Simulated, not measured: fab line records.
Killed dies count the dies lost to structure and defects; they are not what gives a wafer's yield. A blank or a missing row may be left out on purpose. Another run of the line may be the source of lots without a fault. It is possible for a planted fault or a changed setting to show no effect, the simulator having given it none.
Split-lot experiment + flow n5_finfet + route with 1938 steps; 7 lots, 21 wafers read

## ON THE SPLIT
At N5_BEOL_M13_TRENCH_ETCH_34 (etches SiOC in C4F8/O2/Ar, target depth 413.47 nm, time 162.6 s), the setting time_s was moved away from the recipe's 162.6 s on 11 of the 21 wafers read, by -22.0% to +9.5%. The other wafers ran this setting at the recipe's value.

## FROM THE SPLIT TO THE READING: what the file shows between them, 10 steps
- N5_BEOL_M13_STRIP_70: strips in C4F8/O2/Ar
- N5_BEOL_M13_OCD_MEAS_35
- N5_BEOL_M13_STRIP_37: strips in N2/H2
- N5_BEOL_M13_ETCH_38: etches SiCN in CF4/N2, target depth 67.5 nm, time 71.9 s
- N5_BEOL_M13_ECD_47: material Cu, target thk 936 nm
- N5_BEOL_M13_ANNEAL_48: time 90 s
- N5_BEOL_M13_CMP_49: polishes, stops on SiOC, t overpolish 17.1 s, target thk 420 nm
- N5_BEOL_M13_THK_MEAS_50: measures by xrf
- N5_BEOL_M13_PRE_CLEAN_52: time 15 s
- N5_BEOL_M13_DEP_53: deposits SiCN from 3MS/NH3, target thk 50 nm, time 17.8 s

## THE READING
M13_RS (ohm/sq), read at N5_BEOL_M13_RS_MEAS_54 with a four-point probe. On this fab line, fault-free wafers typically give 0.0451 ohm/sq with a standard deviation of 0.00062 ohm/sq.

| wafer  | tool, chamber at the split | time_s as run, s | against the recipe | M13_RS, ohm/sq | against lot-mates on the recipe |
|--------|----------------------------|------------------|--------------------|----------------|---------------------------------|
| L074.3 | rie_diel-03, 1             | 142              | -12.7%             | 0.0501         | +0.0062                         |
| L074.5 | rie_diel-03, 2             | 162.6            | recipe             | 0.0439         | -                               |
| L074.6 | rie_diel-03, 3             | 142              | -12.7%             | 0.0515         | +0.0076                         |
| L077.1 | rie_diel-04, 1             | 162.6            | recipe             | 0.0446         | -                               |
| L077.4 | rie_diel-04, 3             | 162.6            | recipe             | 0.0447         | -                               |
| L077.5 | rie_diel-04, 1             | 162.6            | recipe             | 0.0445         | -                               |
| L087.1 | rie_diel-05, 0             | 172.2            | +5.9%              | 0.0433         | -0.0027                         |
| L087.2 | rie_diel-05, 1             | 162.6            | recipe             | 0.0460         | -                               |
| L087.6 | rie_diel-05, 1             | 172.2            | +5.9%              | 0.0431         | -0.0029                         |
| L086.1 | rie_diel-05, 1             | 126.9            | -22.0%             | 0.0590         | +0.0141                         |
| L086.3 | rie_diel-05, 2             | 162.6            | recipe             | 0.0453         | -                               |
| L086.6 | rie_diel-05, 3             | 162.6            | recipe             | 0.0444         | -                               |
| L091.3 | rie_diel-05, 0             | 162.6            | recipe             | 0.0458         | -                               |
| L091.4 | rie_diel-05, 0             | 178.1            | +9.5%              | 0.0413         | -0.0045                         |
| L091.6 | rie_diel-05, 3             | 178.1            | +9.5%              | 0.0402         | -0.0056                         |
| L094.2 | rie_diel-03, 3             | 149.4            | -8.1%              | 0.0496         | +0.0049                         |
| L094.4 | rie_diel-03, 2             | 149.4            | -8.1%              | 0.0492         | +0.0045                         |
| L094.6 | rie_diel-03, 1             | 162.6            | recipe             | 0.0447         | -                               |
| L093.1 | rie_diel-04, 3             | 162.6            | recipe             | 0.0450         | -                               |
| L093.2 | rie_diel-04, 0             | 140.6            | -13.5%             | 0.0522         | +0.0072                         |
| L093.4 | rie_diel-04, 0             | 140.6            | -13.5%             | 0.0522         | +0.0072                         |

THE FIT
A straight line over all 21 wafers: M13_RS changes by -0.000522 ohm/sq for each +1% of time_s; r = -0.98; the points scatter about the line by 0.00094 ohm/sq.
The same after taking each lot's own level away (the mean of its wafers on the recipe; 21 wafers): -0.000567 ohm/sq for each +1%; r = -0.99; scatter 0.00057 ohm/sq.
On that fit, the largest move of time_s shifts the reading by 0.012 ohm/sq.
Across the lots, their own levels run from 0.04390 to 0.04600 ohm/sq, a range of 3.4 times the standard deviation given above.
Consequently the slope shifts little with the lot-to-lot level, the two slopes agreeing.
Check: +0.0118 ohm/sq against its lot-mates is what the line predicts for one of the wafers moved furthest among these (-22.0%) when that wafer is left out of the fit. Against them it came out at +0.0141 ohm/sq.

## THE WHOLE CHAIN: every reading that the file lists as answering this split, in the file's order
| step                       | what it does                                                    | reading                                                                       | change (the file's fit)               | r (the file's) |
|----------------------------|-----------------------------------------------------------------|-------------------------------------------------------------------------------|---------------------------------------|----------------|
| N5_BEOL_M13_TRENCH_ETCH_34 | etches SiOC in C4F8/O2/Ar, target depth 413.47 nm, time 162.6 s | etch.depth_nm (the simulator's own value, which no gauge read)                | +4.4 nm for each +1% of the setting   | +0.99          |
| N5_BEOL_M13_OCD_MEAS_35    |                                                                 | trench_depth_nm                                                               | +4.4 nm for each +1% of the setting   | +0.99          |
| N5_BEOL_M13_CMP_49         | polishes, stops on SiOC, t overpolish 17.1 s, target thk 420 nm | Cu_of_BEOL_M13_ECD_47.thk_nm (the simulator's own value, which no gauge read) | +4.48 nm for each +1% of the setting  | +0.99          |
| N5_BEOL_M13_THK_MEAS_50    | measures by xrf                                                 | M13_THK                                                                       | +4.54 for each +1% of the setting     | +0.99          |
| N5_BEOL_M13_RS_MEAS_54     | measures by four-point-probe                                    | M13_RS                                                                        | -0.000588 for each +1% of the setting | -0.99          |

## THE FILE'S OWN FIT
M13_RS changes by -0.000588 ohm/sq for each +1% of time_s, r = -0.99.
